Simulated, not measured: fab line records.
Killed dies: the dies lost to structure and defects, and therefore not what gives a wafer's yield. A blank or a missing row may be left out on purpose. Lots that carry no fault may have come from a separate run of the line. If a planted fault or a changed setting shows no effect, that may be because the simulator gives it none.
fab line records | flow n5-finfet | part 1 of 2: steps 1 to 40 of 41
record lots=5 | wafers=15 | last-day=18
route steps=1938 shown BEOL_M4@1099 BEOL_M5@1112 BEOL_M6@1239 BEOL_M15@1830 PASSIVATION@1936
lots untouched by any fault: they come from a run of this same line in which no faults occurred
start-h: start of the lot's first displayed wafer, in hours after the record's first day | wait-h: time in hours since the lot's previous step | " repeats the value in the row above | L1.1+2: one row covering several wafers at once | - no value present, or no start provided | * or withheld: withheld | < > ~ a bound
route shown NAME@n: names a module that has steps shown in the file, with the first one's number in the route | usual: mean/standard deviation taken from wafers without a fault | same: alike in all rows | chamber/n: place in a boat | sites: the reading at each site | _std_site: the standard deviation of these | _edge_site: outer sites' mean less inner sites' | radius-mm: how far each site lies from the wafer's centre | mask NAME#n: copy n | behind: the tool/chamber that last shaped the wafer | hold: what put the lot on hold/how long, in hours/how the hold closed | device: names the non-switching transistor (n, p or np) | end of line: tests of these same wafers at the route's end | a step with no rows: only its recipe | killed: at the first sort, the dies lost to defects and structure; wafer yield is something else | map: a wafer's dies, marking killed ones x, the rest . and places with no die _
set.NAME: the setting the step ran with; set.NAME@STEP: the setting that earlier step ran with | model.NAME: the simulator's own value behind a step, which no gauge read
certain route steps with their lots: each step a table, each wafer a row
services: a tool's chamber out of use, with start hour (start-h, from the record's first day; less than 0 if before it), hours out, and reason
## steps
# step N5_BEOL_M4_ANNEAL_95
# recipe temp-c=400 | time-s=240 | ambient=vacuum
# step N5_BEOL_M4_SPUTTER_96
# recipe material=Cu | target-thk-a=45 | temp-c=-20 | chamber-pressure-pa=0.07 | power-w=withheld | time-s=8.29
# step N5_BEOL_M4_ECD_50
# recipe material=Cu | target-thk-a=3000
# step N5_BEOL_M4_ANNEAL_51
# recipe temp-c=225 | time-s=90 | ambient=N2
# step N5_BEOL_M4_CMP_52
# recipe stop-on=SiOC | t-overpolish-s=6.8 | down-force-psi=1 | platen-rpm=50 | clearing-platen-down-force-psi=1.5 | clearing-platen-rpm=50 | post-cmp-clean=cu-alkaline | target-thk-nm=40 | clearing-platen-pad-velocity-m-s=0.99484 | pad-velocity-m-s=0.99484
# step N5_BEOL_M4_PRE_CLEAN_60
# recipe gas=NH3/H2 | time-s=15 | temp-c=* | rf-power-w=300
# step N5_BEOL_M4_CO_CAP_55
# recipe material=Co | target-thk-a=20 | temp-c=200 | precursor=CCTBA/H2 | pressure-torr=30 | time-s=102.1
# step N5_BEOL_M4_PRE_CLEAN_56
# recipe gas=NH3 | time-s=15 | temp-c=withheld | rf-power-w=300
# step N5_BEOL_M4_DEP_57
# recipe material=SiCN | target-thk-a=80 | temp-c=withheld | precursor=3MS/NH3 | pressure-torr=3 | rf-w=202 | time-s=14
# step N5_BEOL_M4_RC_MEAS_101
# usual DIBL_N=36.8/1.9 | DIBL_P=36.5/2.1 | IOFF_N=0.17/0.038 | IOFF_P=0.22/0.039 | ION_N=675/12 | ION_P=463/7.4 | SS_N=71.6/0.71 | SS_P=73.4/0.72 | VT_N=249/3.3 | VT_P=-250/3.3
lot.wafer | tool      | chamber | start-h | wait-h | DIBL_N[mV/V] | DIBL_P[mV/V] | IOFF_N[nA/um] | IOFF_P[nA/um] | ION_N[uA/um] | ION_P[uA/um] | SS_N[mV/dec] | SS_P[mV/dec] | VT_N[mV] | VT_P[mV]
L728.3    | prober-01 | 0       | 176.73  | 0.3    | 36.6         | 35.9         | 0.14          | 0.19          | 667          | 457          | 71.9         | 74.0         | 250      | -254
L728.4    | "         | 0       | "       | "      | 36.3         | 36.4         | 0.14          | 0.19          | 665          | 457          | 71.5         | 74.2         | 250      | -256
L728.5    | "         | 0       | "       | "      | 38.6         | 39.5         | 0.19          | 0.23          | 681          | 460          | 72.3         | 74.2         | 246      | -252
L736.3    | prober-02 | 0       | 235.41  | 0.3    | 36.6         | 35.0         | 0.16          | 0.20          | 681          | 463          | 71.7         | 72.2         | 247      | -251
L736.5    | "         | 0       | "       | "      | 36.8         | 35.5         | 0.18          | 0.22          | 680          | 464          | 71.4         | 72.4         | 247      | -249
L736.6    | "         | 0       | "       | "      | 37.4         | 36.0         | 0.18          | 0.21          | 683          | 465          | 71.4         | 73.0         | 247      | -250
L746.4    | prober-01 | 0       | 314.00  | 0.5    | 41.1         | 42.4         | 0.24          | 0.27          | 688          | 466          | 73.0         | 74.7         | 245      | -251
L746.5    | "         | 0       | "       | "      | 38.4         | 38.9         | 0.18          | 0.21          | 679          | 455          | 71.9         | 74.4         | 247      | -251
L746.6    | "         | 0       | "       | "      | 36.6         | 36.7         | 0.14          | 0.18          | 668          | 456          | 71.1         | 74.0         | 251      | -257
L748.1    | prober-02 | 0       | 330.21  | 0.0    | 33.8         | 33.3         | 0.12          | 0.16          | 673          | 464          | 70.2         | 72.9         | 255      | -254
L748.5    | "         | 0       | "       | "      | 33.5         | 32.1         | 0.10          | 0.14          | 678          | 463          | 71.0         | 73.0         | 257      | -257
L748.6    | "         | 0       | "       | "      | 33.9         | 32.7         | 0.11          | 0.14          | 672          | 459          | 70.6         | 73.0         | 252      | -255
L747.3    | prober-02 | 0       | 333.44  | 0.3    | 39.0         | 38.1         | 0.21          | 0.23          | 686          | 467          | 72.6         | 73.8         | 246      | -249
L747.5    | "         | 0       | "       | "      | 39.8         | 39.1         | 0.25          | 0.25          | 690          | 468          | 71.9         | 73.6         | 243      | -246
L747.6    | "         | 0       | "       | "      | 38.5         | 38.0         | 0.21          | 0.24          | 699          | 473          | 71.6         | 72.8         | 245      | -247
# step N5_BEOL_M5_ILD_DEP_00
# recipe material=SiCOH_lowk | target-thk-a=1406.4 | temp-c=300 | precursor=DEMS/porogen | pressure-torr=5 | rf-w=500 | time-s=25.9
# step N5_BEOL_M5_CURE_79
# recipe temp-c=385 | time-s=240 | ambient=He/Ar | material=SiCOH_lowk
# step N5_BEOL_M5_PECVD_70
# recipe material=SiO2 | target-thk-a=160 | temp-c=400 | precursor=TEOS/O2 | pressure-torr=5.5 | rf-w=450 | teos-flow-sccm=53.8 | gas=O2 | flow-sccm=3000 | time-s=18
# step N5_BEOL_M5_HM_DEP_02
# recipe material=TiN | target-thk-a=200 | temp-c=25 | chamber-pressure-pa=0.49996
# step N5_BEOL_M5_COAT_59
# recipe resist=SOC | temp-c=250 | time-s=60 | spin-rpm=1500 | resist-thk-nm=60
# step N5_BEOL_M5_COAT_60
# recipe resist=SiARC | temp-c=220 | time-s=60 | spin-rpm=1500 | resist-thk-nm=12
# step N5_BEOL_M5_COAT_71
# recipe resist=underlayer | temp-c=205 | time-s=60 | spin-rpm=1500 | resist-thk-nm=5
# step N5_BEOL_M5_COAT_05
# recipe resist=CAR-EUV | spin-rpm=1500 | resist-thk-nm=30
# step N5_BEOL_M5_EBR_07
# recipe solvent=PGMEA | ebr-width-mm=1.5
# step N5_BEOL_M5_SOFTBAKE_06
# recipe temp-c=110 | time-s=60 | resist=CAR-EUV
# step N5_BEOL_M5_EXPOSE_08
# recipe mask-id=M5 | na=0.33 | source-shape=annular | sigma-inner=0.4 | sigma-outer=0.8 | polarization=unpolarized | target-cd-nm=28 | dose-mj=35.75
# step N5_BEOL_M5_PEB_09
# recipe peb-temp-c=100 | peb-time-s=60 | resist=CAR-EUV
# step N5_BEOL_M5_DEVELOP_10
# recipe develop-time-s=30 | developer=TMAH | resist=CAR-EUV | rinse-liquid=surfactant-rinse | dry=air-spin | dev-temp-c=23
# step N5_BEOL_M5_DESCUM_16
# recipe chemistry=O2 | time-s=7 | source-power-w=50 | bias-power-w=20 | pressure-mtorr=20 | rf-frequency-hz=2.712e+07 | temp-c=40 | resist=CAR-EUV | o2-flow-sccm=225
# step N5_BEOL_M5_ETCH_72
# recipe chemistry=N2/H2 | target=underlayer | target-depth-a=65 | mask-material=CAR-EUV | time-s=5.2 | ion-energy-ev=200 | pressure-mtorr=30 | source-w=840 | bias-w=150 | n2-flow-sccm=200 | h2-flow-sccm=200 | ends=cleared
# step N5_BEOL_M5_ETCH_61
# recipe chemistry=CF4 | target=SiARC | target-depth-a=156 | mask-material=CAR-EUV | time-s=26 | ion-energy-ev=80 | pressure-mtorr=40 | source-w=545 | bias-w=36 | Ar_flow_sccm=100 | cf4-flow-sccm=100 | ends=cleared
# step N5_BEOL_M5_ETCH_62
# recipe chemistry=N2/H2 | target=SOC | target-depth-a=750 | overetch-a=150 | mask-material=SiARC | temp-c=40 | time-s=112.5 | ion-energy-ev=200 | pressure-mtorr=30 | source-w=840 | bias-w=150 | n2-flow-sccm=200 | h2-flow-sccm=200
# step N5_BEOL_M5_STRIP_63
# recipe chemistry=N2/H2 | temp-c=40 | n2-flow-sccm=200 | h2-flow-sccm=200 | rf-frequency-hz=6e+07
# step N5_BEOL_M5_STRIP_73
# recipe chemistry=N2/H2 | temp-c=40 | n2-flow-sccm=200 | h2-flow-sccm=200 | rf-frequency-hz=6e+07
# step N5_BEOL_M5_STRIP_64
# recipe chemistry=CF4 | resist=SiARC | power-w=300 | bias-power-w=75 | pressure-mtorr=50 | cf4-flow-sccm=150 | rf-frequency-hz=6e+07
# step N5_BEOL_M5_HM_OPEN_17
# recipe chemistry=Cl2/BCl3 | target-depth-a=200 | overetch-a=60 | target=TiN | mask-material=SOC | ion-energy-ev=150 | pressure-mtorr=10 | icp-w=1000 | bias-w=126 | Cl2_flow_sccm=53.25 | bcl3-flow-sccm=21.75 | Ar_flow_sccm=25
# step N5_BEOL_M5_STRIP_19
# recipe chemistry=O2 | power-w=400 | temp-c=40 | pressure-mtorr=30 | rf-frequency-hz=6e+07 | bias-power-w=0 | overash-fraction=0.2 | o2-flow-sccm=225
# step N5_BEOL_M5_COAT_65
# recipe resist=SOC | temp-c=250 | time-s=60 | spin-rpm=1500 | resist-thk-nm=60
# step N5_BEOL_M5_COAT_66
# recipe resist=SiARC | temp-c=220 | time-s=60 | spin-rpm=1500 | resist-thk-nm=12
# step N5_BEOL_M6_TRENCH_ETCH_37
# recipe chemistry=C4F6/O2 | target-depth-a=944.35 | target=SiCOH_lowk | time-s=31.5 | ion-energy-ev=250 | pressure-mtorr=30 | source-w=345 | bias-w=185 | Ar_flow_sccm=300 | C4F6_flow_sccm=10 | O2_flow_sccm=10
# usual chamber-pressure-mTorr=29.99/0.054 | drypump-motor-current-A=5.5/0.3 | oes_ar_750_au=0.81/0.092 | oes_o_777_au=0.81/0.098 | oes-product-au=0.81/0.098 | rf-vpp-V=656/11 | run-length-s=54.8/0.5 | showerhead-plenum-p-Torr=2.85/0.1 | throttle-valve-pct=20.81/0.25 | time-s=31.5/0
lot.wafer | tool        | chamber | start-h | wait-h | chamber-pressure-mTorr | drypump-motor-current-A | oes_ar_750_au | oes_o_777_au | oes-product-au | rf-hours-counter-h | rf-vpp-V | run-length-s | showerhead-plenum-p-Torr | throttle-valve-pct | time-s | model.BEOL_M6.feature-depth-nm | model.etch.depth-nm | model.TiN_of_BEOL_M6_HM_DEP_02.thk-nm
L728.3    | rie-diel-04 | 3       | 194.19  | -      | 29.96                  | 5.2                     | 0.74          | 0.75         | 0.74           | 178                | 664      | 55.0         | 2.82                     | 20.79              | 31.5   | 94.4                           | 94.33               | 17.6
L728.4    | "           | 1       | "       | "      | 29.96                  | 5.9                     | 0.72          | 0.72         | 0.72           | -                  | 665      | 54.5         | 2.73                     | 20.98              | 31.5   | 94                             | 94.05               | 17.2
L728.5    | "           | 0       | "       | "      | 30.05                  | 5.5                     | 0.71          | 0.71         | 0.70           | -                  | 650      | 54.2         | 2.82                     | 20.90              | 31.5   | 92.4                           | 92.41               | 17.6
L736.3    | rie-diel-04 | 3       | 254.52  | -      | 30.02                  | 5.2                     | 0.72          | 0.72         | 0.72           | 202                | 664      | 54.9         | 2.81                     | 20.82              | 31.5   | 94.6                           | 94.64               | 17.4
L736.5    | "           | 0       | "       | "      | 30.02                  | 5.6                     | 0.70          | 0.69         | 0.69           | -                  | 649      | 54.6         | 2.81                     | 20.94              | 31.5   | 92.6                           | 92.51               | 17.6
L736.6    | "           | 3       | "       | "      | 29.98                  | 5.2                     | 0.72          | 0.73         | 0.73           | -                  | 661      | 55.9         | 2.81                     | 20.83              | 31.5   | 94.8                           | 94.87               | 17.4
L746.4    | rie-diel-03 | 1       | 331.83  | -      | 30.00                  | 5.9                     | 0.90          | 0.91         | 0.91           | 31                 | 657      | 49.2         | 2.93                     | 21.02              | 22.05  | 68.6                           | 68.55               | 18.4
L746.5    | "           | 3       | "       | "      | 29.96                  | 5.4                     | 0.79          | 0.83         | 0.80           | -                  | 634      | 48.5         | 2.84                     | 20.87              | 22.05  | 67                             | 66.94               | 18.6
L746.6    | "           | 0       | "       | "      | 30.01                  | 5.8                     | 0.81          | 0.80         | 0.85           | -                  | 663      | 48.0         | 2.89                     | 20.42              | 22.05  | 67.2                           | 67.16               | 18.8
L748.1    | rie-diel-03 | 1       | 348.99  | -      | 29.97                  | 5.8                     | 0.90          | 0.90         | 0.90           | 37                 | 656      | 49.1         | 2.93                     | 21.05              | 22.05  | 67.8                           | 67.9                | 18.6
L748.5    | "           | 1       | "       | "      | 29.96                  | 5.8                     | 0.89          | 0.90         | 0.89           | -                  | 656      | 49.1         | 2.93                     | 21.04              | 22.05  | 68.2                           | 68.14               | 18.2
L748.6    | "           | 2       | "       | "      | 30.00                  | 4.9                     | 0.85          | 0.89         | 0.84           | -                  | 649      | 48.3         | 3.02                     | 21.10              | 22.05  | 67.2                           | 67.27               | 18.4
L747.3    | rie-diel-04 | 0       | 352.94  | -      | 30.00                  | 5.5                     | 0.95          | 0.94         | 0.94           | 14                 | 649      | 47.7         | 2.80                     | 20.53              | 22.05  | 65.2                           | 65.14               | 17.8
L747.5    | "           | 1       | "       | "      | 30.00                  | 5.9                     | 0.94          | 0.93         | 0.94           | -                  | 677      | 48.0         | 3.05                     | 20.71              | 22.05  | 67.6                           | 67.58               | 18
L747.6    | "           | 0       | "       | "      | 29.99                  | 5.5                     | 0.94          | 0.94         | 0.94           | -                  | 649      | 47.8         | 2.80                     | 20.53              | 22.05  | 65.4                           | 65.41               | 17.8
# step N5_BEOL_M6_OCD_MEAS_38
# usual trench-depth-nm=94.8/2.1
lot.wafer | tool   | chamber | start-h | wait-h | trench-depth-nm
L728.3    | ocd-01 | -       | 194.35  | -      | 94.9
L728.4    | "      | -       | "       | "      | 94.1
L728.5    | "      | -       | "       | "      | 92.5
L736.3    | ocd-01 | -       | 254.68  | -      | 94.7
L736.5    | "      | -       | "       | "      | 91.8
L736.6    | "      | -       | "       | "      | 94.8
L746.4    | ocd-02 | -       | 331.99  | -      | 68.9
L746.5    | "      | -       | "       | "      | 66.6
L746.6    | "      | -       | "       | "      | 67.0
L748.1    | ocd-01 | -       | 349.15  | -      | 67.8
L748.5    | "      | -       | "       | "      | 68.3
L748.6    | "      | -       | "       | "      | 67.3
L747.3    | ocd-02 | -       | 353.09  | -      | 65.3
L747.5    | "      | -       | "       | "      | 67.4
L747.6    | "      | -       | "       | "      | 65.6
# step N5_BEOL_M6_CMP_52
# recipe stop-on=SiCOH_lowk | t-overpolish-s=6.9 | down-force-psi=1 | platen-rpm=50 | clearing-platen-down-force-psi=1.5 | clearing-platen-rpm=50 | post-cmp-clean=cu-alkaline | target-thk-nm=80 | clearing-platen-pad-velocity-m-s=0.99484 | pad-velocity-m-s=0.99484
# usual head-pressure-psi=1.0000/0.0022 | motor-current-A=5.8/0.77 | pad-life-wafers=920/520 | slurry-flow-ml-min=150.0/0.4
lot.wafer | tool   | chamber | start-h | wait-h | head-pressure-psi | motor-current-A | pad-life-wafers | slurry-flow-ml-min | model.Cu_of_BEOL_M6_ECD_50.thk-nm
L728.4    | cmp-02 | 2       | 196.93  | 0.2    | 1.0013            | 4.5             | 1664            | 150.0              | 77.4
L728.3    | "      | 3       | "       | "      | 0.9981            | 6.6             | 1665            | 149.9              | 78.4
L728.5    | "      | 0       | "       | "      | 0.9992            | 6.0             | -               | 149.9              | 77.4
L736.3    | cmp-01 | 3       | 257.59  | 0.3    | 1.0005            | 5.9             | 819             | 150.1              | 79.4
L736.6    | "      | 0       | "       | "      | 0.9997            | 7.0             | -               | 150.0              | 79.6
L736.5    | "      | 1       | "       | "      | 0.9997            | 5.6             | -               | 149.5              | 80.2
L746.4    | cmp-04 | 3       | 334.40  | 0.2    | 1.0013            | 4.9             | 1039            | 150.6              | 56.4
L746.5    | "      | 2       | "       | "      | 0.9981            | 7.1             | -               | 149.6              | 54
L746.6    | "      | 3       | "       | "      | 1.0013            | 4.8             | -               | 150.4              | 55.2
L748.1    | cmp-04 | 3       | 350.95  | 0.3    | 0.9951            | 4.8             | 1177            | 149.4              | 53.6
L748.6    | "      | 2       | "       | "      | 0.9979            | 7.0             | -               | 149.8              | 54.2
L748.5    | "      | 3       | "       | "      | 0.9995            | 5.0             | -               | 149.9              | 55.4
L747.3    | cmp-01 | 2       | 355.32  | 0.2    | 0.9988            | 5.4             | 1604            | 150.6              | 50.6
L747.5    | "      | 0       | "       | "      | 0.9991            | 6.4             | -               | 149.8              | 50
L747.6    | "      | 1       | "       | "      | 1.0015            | 5.9             | -               | 149.6              | 51.6
# step N5_BEOL_M6_THK_MEAS_53
# recipe thk-meas-gauge=xrf | reads=Cu_of_BEOL_M6_ECD_50
# usual M6_THK=81.6/2.9
lot.wafer | tool          | chamber | start-h | wait-h | M6_THK[nm]
L728.3    | film-metro-02 | -       | 197.15  | -      | 80.2
L728.4    | "             | -       | "       | "      | 78.8
L728.5    | "             | -       | "       | "      | 79.1
L736.3    | film-metro-01 | -       | 257.77  | -      | 80.4
L736.5    | "             | -       | "       | "      | 80.8
L736.6    | "             | -       | "       | "      | 80.0
L746.4    | film-metro-01 | -       | 334.66  | -      | 56.2
L746.5    | "             | -       | "       | "      | 54.1
L746.6    | "             | -       | "       | "      | 55.2
L748.1    | film-metro-01 | -       | 351.21  | -      | 54.5
L748.5    | "             | -       | "       | "      | 56.2
L748.6    | "             | -       | "       | "      | 54.8
L747.3    | film-metro-02 | -       | 355.54  | -      | 51.9
L747.5    | "             | -       | "       | "      | 51.4
L747.6    | "             | -       | "       | "      | 53.2
# step N5_BEOL_M6_RS_MEAS_57
# recipe thk-meas-gauge=four-point-probe | reads=Cu_of_BEOL_M6_ECD_50+Co_of_BEOL_M6_CVD_78+TaN_of_BEOL_M6_ALD_77
# usual M6_RS=0.285/0.011
lot.wafer | tool          | chamber | start-h | wait-h | M6_RS[ohm/sq]
L728.3    | film-metro-02 | -       | 197.28  | 0.1    | 0.293
L728.4    | "             | -       | "       | "      | 0.299
L728.5    | "             | -       | "       | "      | 0.298
L736.3    | film-metro-01 | -       | 257.90  | 0.1    | 0.288
L736.5    | "             | -       | "       | "      | 0.285
L736.6    | "             | -       | "       | "      | 0.288
L746.4    | film-metro-02 | -       | 334.79  | 0.0    | 0.438
L746.5    | "             | -       | "       | "      | 0.461
L746.6    | "             | -       | "       | "      | 0.449
L748.1    | film-metro-01 | -       | 351.34  | 0.1    | 0.465
L748.5    | "             | -       | "       | "      | 0.446
L748.6    | "             | -       | "       | "      | 0.457
L747.3    | film-metro-01 | -       | 355.67  | 0.1    | 0.499
L747.5    | "             | -       | "       | "      | 0.506
L747.6    | "             | -       | "       | "      | 0.487
# step N5_BEOL_M15_RC_MEAS_101
# usual COMB_M10=1.41e-11/3e-12 | COMB_M11=1.5e-11/3.4e-12 | COMB_M12=6.3e-12/1.4e-12 | COMB_M13=4.3e-12/8.9e-13 | COMB_M14=3.3e-12/8.5e-13 | COMB_M15=2.3e-12/6.5e-13 | COMB_M5=3.7e-11/7e-12 | COMB_M7=2.6e-11/5e-12 | COMB_M8=2.5e-11/4.5e-12 | COMB_M9=1.43e-11/2.9e-12 | SERP_M10=3.02/0.11 | SERP_M11=3.04/0.1 | SERP_M12=0.630/0.017 | SERP_M13=0.309/0.009 | SERP_M13_max_site=0.313/0.0095 | SERP_M14=0.160/0.005 | SERP_M5=38.8/2.1 | SERP_M6=13.4/0.72 | SERP_M6_max_site=14.0/0.76 | SERP_M7=13.9/0.63 | SERP_M8=13.9/0.72 | SERP_M9=3.05/0.11
lot.wafer | tool      | chamber | start-h | wait-h | COMB_M10[S/m] | COMB_M11[S/m] | COMB_M12[S/m] | COMB_M13[S/m] | COMB_M14[S/m] | COMB_M15[S/m] | COMB_M5[S/m] | COMB_M7[S/m] | COMB_M8[S/m] | COMB_M9[S/m] | SERP_M10[ohm/um] | SERP_M11[ohm/um] | SERP_M12[ohm/um] | SERP_M13[ohm/um] | SERP_M13_max_site[ohm/um] | SERP_M14[ohm/um] | SERP_M5[ohm/um] | SERP_M6[ohm/um] | SERP_M6_max_site[ohm/um] | SERP_M7[ohm/um] | SERP_M8[ohm/um] | SERP_M9[ohm/um]
L728.3    | prober-01 | 0       | 258.19  | 0.3    | 1.17e-11      | 1.8e-11       | 4.9e-12       | 3.4e-12       | 3.4e-12       | 9e-13         | 3.2e-11      | 2e-11        | 2.4e-11      | 8.7e-12      | 3.22             | 3.03             | 0.634            | 0.313            | 0.317                     | 0.150            | 35.0            | 14.0            | 14.4                     | 14.4            | 13.1            | 2.95
L728.4    | "         | 0       | "       | "      | 1.14e-11      | 1.2e-11       | 3.2e-12       | 4.9e-12       | 5.1e-12       | 1.3e-12       | 3.4e-11      | 2.1e-11      | 1.6e-11      | 1.34e-11     | 3.24             | 3.12             | 0.612            | 0.311            | 0.317                     | 0.150            | 37.9            | 14.5            | 15.1                     | 13.5            | 13.3            | 3.05
L728.5    | "         | 0       | "       | "      | 1.23e-11      | 1.2e-11       | 4.4e-12       | 5e-12         | 3.5e-12       | 2.1e-12       | 3.1e-11      | 2.8e-11      | 2.6e-11      | 1.05e-11     | 3.09             | 3.01             | 0.607            | 0.304            | 0.307                     | 0.149            | 36.3            | 14.3            | 15.0                     | 13.8            | 13.4            | 2.97
L736.3    | prober-01 | 0       | 324.20  | 0.3    | 1.41e-11      | 1.3e-11       | 6.1e-12       | 3.5e-12       | 2e-12         | 1.7e-12       | 3e-11        | 2.2e-11      | 1.8e-11      | 1.48e-11     | 2.86             | 3.05             | 0.628            | 0.318            | 0.319                     | 0.163            | 39.1            | 13.4            | 13.6                     | 13.9            | 13.7            | 3.13
L736.5    | "         | 0       | "       | "      | 1.51e-11      | 1.5e-11       | 5.7e-12       | 3.8e-12       | 3.3e-12       | 1.4e-12       | 3.1e-11      | 2.1e-11      | 2.3e-11      | 1.18e-11     | 3.00             | 2.91             | 0.629            | 0.312            | 0.317                     | 0.166            | 40.7            | 13.0            | 13.5                     | 14.0            | 15.2            | 3.25
L736.6    | "         | 0       | "       | "      | 1.58e-11      | 1.9e-11       | 7.2e-12       | 3e-12         | 2.1e-12       | 1.5e-12       | 4e-11        | 2.1e-11      | 2.8e-11      | 1.17e-11     | 2.87             | 2.95             | 0.623            | 0.321            | 0.323                     | 0.162            | 37.8            | 13.5            | 14.4                     | 12.8            | 15.9            | 3.24
L746.4    | prober-02 | 0       | 405.89  | 0.5    | 1.26e-11      | 1.2e-11       | 6.1e-12       | 5.7e-12       | 5.1e-12       | 3e-12         | 3.2e-11      | 3e-11        | 2.9e-11      | 1.46e-11     | 2.93             | 2.93             | 0.605            | 0.316            | 0.318                     | 0.157            | 38.7            | 20.1            | 21.5                     | 12.9            | 13.2            | 2.92
L746.5    | "         | 0       | "       | "      | 2.04e-11      | 1.3e-11       | 7.2e-12       | 5.1e-12       | 4.3e-12       | 2.9e-12       | 3e-11        | 2.1e-11      | 2.5e-11      | 1.41e-11     | 3.00             | 3.16             | 0.599            | 0.319            | 0.324                     | 0.160            | 40.2            | 20.8            | 22.0                     | 13.9            | 12.8            | 2.90
L746.6    | "         | 0       | "       | "      | 1.07e-11      | 1.8e-11       | 6.1e-12       | 7e-12         | 3.7e-12       | 3e-12         | 3.3e-11      | 2e-11        | 2e-11        | 1.47e-11     | 2.97             | 3.02             | 0.615            | 0.307            | 0.309                     | 0.160            | 37.7            | 19.8            | 20.5                     | 13.8            | 13.0            | 3.19
L748.1    | prober-02 | 0       | 418.79  | 0.0    | 1.09e-11      | 1.9e-11       | 5.3e-12       | 4e-12         | 3e-12         | 1.9e-12       | 3.6e-11      | 2.8e-11      | 2.3e-11      | 1.81e-11     | 2.97             | 3.14             | 0.624            | 0.321            | 0.324                     | 0.157            | 40.9            | 21.5            | 22.2                     | 14.0            | 13.4            | 3.03
L748.5    | "         | 0       | "       | "      | 1.08e-11      | 1.2e-11       | 5.7e-12       | 3e-12         | 3.3e-12       | 2.7e-12       | 4.9e-11      | 1.8e-11      | 2.3e-11      | 1.47e-11     | 3.00             | 2.95             | 0.632            | 0.324            | 0.326                     | 0.163            | 39.8            | 20.9            | 21.3                     | 13.3            | 12.8            | 2.93
L748.6    | "         | 0       | "       | "      | 1.25e-11      | 1.5e-11       | 5.6e-12       | 3.6e-12       | 4e-12         | 2.3e-12       | 4.9e-11      | 2.7e-11      | 2.8e-11      | 1.55e-11     | 3.06             | 3.27             | 0.637            | 0.319            | 0.322                     | 0.156            | 37.4            | 21.7            | 22.2                     | 14.4            | 13.5            | 3.13
L747.3    | prober-01 | 0       | 419.97  | 0.3    | 1.37e-11      | 1.2e-11       | 6.5e-12       | 4e-12         | 3.1e-12       | 2.6e-12       | 4e-11        | 2.7e-11      | 2.8e-11      | 9.6e-12      | 2.92             | 2.97             | 0.626            | 0.305            | 0.307                     | 0.166            | 39.6            | 23.0            | 24.0                     | 13.1            | 14.9            | 2.91
L747.5    | "         | 0       | "       | "      | 1.29e-11      | 1.3e-11       | 6.1e-12       | 4.1e-12       | 3e-12         | 2.9e-12       | 2.9e-11      | 2.1e-11      | 3.1e-11      | 1.31e-11     | 2.96             | 3.07             | 0.624            | 0.304            | 0.308                     | 0.156            | 43.8            | 23.0            | 24.7                     | 14.7            | 13.5            | 2.99
L747.6    | "         | 0       | "       | "      | 1.5e-11       | 1.6e-11       | 4.1e-12       | 5.3e-12       | 3.7e-12       | 2.1e-12       | 2.9e-11      | 2.3e-11      | 2.7e-11      | 1.03e-11     | 2.91             | 2.94             | 0.630            | 0.301            | 0.302                     | 0.156            | 38.8            | 22.6            | 23.5                     | 14.2            | 14.1            | 3.17
# sites SERP_M6 radius-mm=0,75,75,75,75,140,140,140,140
L728.3 13.0 13.8 14.0 14.0 13.9 13.7 14.4 14.4 14.3
L736.3 13.0 13.3 13.2 13.4 13.0 13.5 13.4 13.4 13.6
L746.4 19.3 20.1 19.6 19.9 19.7 20.8 20.7 20.5 21.5
L748.1 21.6 22.2 20.9 21.5 21.5 21.8 21.1 21.0 20.6
L747.3 23.0 22.1 23.6 22.4 22.8 22.5 23.7 24.0 23.3
## key
first-sign step=N5_BEOL_M6_TRENCH_ETCH_37 | reading=time-s | direction=down | sigmas=99+ | usual=* | struck=*
effect step=N5_BEOL_M6_TRENCH_ETCH_37 | reading=run-length-s | direction=down | sigmas=13 | usual=* | struck=*
effect step=N5_BEOL_M6_OCD_MEAS_38 | reading=trench-depth-nm | direction=down | sigmas=13 | usual=94.8 | struck=67.1
effect step=N5_BEOL_M6_THK_MEAS_53 | reading=M6_THK | direction=down | sigmas=9.5 | usual=81.6 | struck=54.2
effect step=N5_BEOL_M6_RS_MEAS_57 | reading=M6_RS | direction=up | sigmas=16 | usual=0.285 | struck=0.468
effect step=N5_BEOL_M15_RC_MEAS_101 | reading=SERP_M6 | direction=up | sigmas=11 | usual=13.4 | struck=21.5
effect step=N5_PASSIVATION_PROBE_49 | reading=sort_bin_8_speed | direction=up | sigmas=4.2 | usual=0.00 | struck=0.36
model-effect step=N5_BEOL_M6_TRENCH_ETCH_37 | value=BEOL_M6.feature-depth-nm | without=95.91 | struck=67.13
model-effect step=N5_BEOL_M6_CMP_52 | value=Cu_of_BEOL_M6_ECD_50.thk-nm | without=82.18 | struck=53.44
met-at N5_BEOL_M6_TRENCH_ETCH_37
struck-wafers L746.4,L746.5,L746.6,L747.3,L747.5,L747.6,L748.1,L748.5,L748.6
onset-between 254.52 331.83
fault kind=recipe-version-skew | tool=rie-diel-01,rie-diel-03,rie-diel-04 | chamber=- | onset-h=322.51 | steps=N5_BEOL_M6_TRENCH_ETCH_37 | wrong-recipe.time-s=*
